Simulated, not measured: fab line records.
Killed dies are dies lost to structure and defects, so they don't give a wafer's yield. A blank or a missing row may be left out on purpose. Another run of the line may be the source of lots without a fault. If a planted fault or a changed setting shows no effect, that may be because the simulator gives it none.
8D (eight disciplines) problem report, filled in by code / flow nand-harc / the parts of the form that need people (team, actions taken, sign-off) are left out

## 1. THE ISSUE
Mean of heater-power-total-W at NHARC_P_M0_SOFTBAKE_04: 181.84 W across 6 wafers in 2 lots; on wafers with no fault it is 188.45 W (standard deviation 0.14). Measured from the usual mean, that is -47 standard deviations.
The step: time 55 s.
Seen first at day 9 06:00 on litho-track-01, wafer L117.3. The record has a number at this step for 36 wafers belonging to 12 lots. The rule behind "out" and "out of limits": a value lying over 4 standard deviations away from the usual mean. The other wafers with a number count as sound.

## 2. WHAT IT IS, AND WHAT IT ISN'T
question=which readings at this step | is=heater-power-total-W | is not=-
question=which lots | is=L117, L121 | is not=L104, L105, L108, L110, L111, L112, L118, L120, L125, L126
question=which wafers of those lots | is=all that have a number | is not=-
question=read on which tools | is=litho-track-01 | is not=litho-track-04, litho-track-06
question=when | is=from day 9 06:00 | is not=up to then (21 sound wafers); but 9 sound wafers of L120, L125, L126 came after

## 3. THE SUSPECTS, EACH WITH WHAT RULES IT OUT
Counting: a tool at a process step up to the reading stays a suspect if it ran every lot that is out and no sound lot after the first of them.
- rie-diel-07 at NHARC_P_CONTACT_DESCUM_17 (chemistry O2, time 3 s): ruled out as a lasting fault. The sound lots L120 went through it after L117, its earliest lot that is out (day 9 00:45).
- litho-track-01 at NHARC_P_M0_SOFTBAKE_04 (time 55 s): kept. Every lot that is out went through it, starting with L117 (day 9 06:00), and after that it ran no sound lot; the last sound lot it ran before then is L112 (day 7 18:00). Out on those wafers are its own readings of heater-power-total-W.
After counting, what remains is litho-track-01 at NHARC_P_M0_SOFTBAKE_04.

## 4. THE CAUSE (what the simulator had put in)
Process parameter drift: litho-track-01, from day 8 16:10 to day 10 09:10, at NHARC_P_M0_SOFTBAKE_04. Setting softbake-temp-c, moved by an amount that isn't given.
Only this tool survived the counting.

## 5. THE EFFECT CHAIN, in route order
One row per reading whose mean, taken over the struck wafers that have a number, lies over 3 standard deviations from the usual. Scope: only readings with a usual standard deviation given in the record; hours: median across lots of the time from each lot's start at the first step in this table that gives one to its start at this step; sigmas: change in usual standard deviations.
hours=0; step=NHARC_P_M0_SOFTBAKE_04; reading=heater-power-total-W; usual=188.45 W; on struck wafers=181.84; change=-6.61; sigmas=-47
The process steps in it:
- NHARC_P_M0_SOFTBAKE_04: time 55 s.

## 6. HOW IT WOULD HAVE BEEN CAUGHT EARLIER
First out-of-limits reading in this record: day 9 06:00, which is 14 hours after fault onset at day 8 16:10.
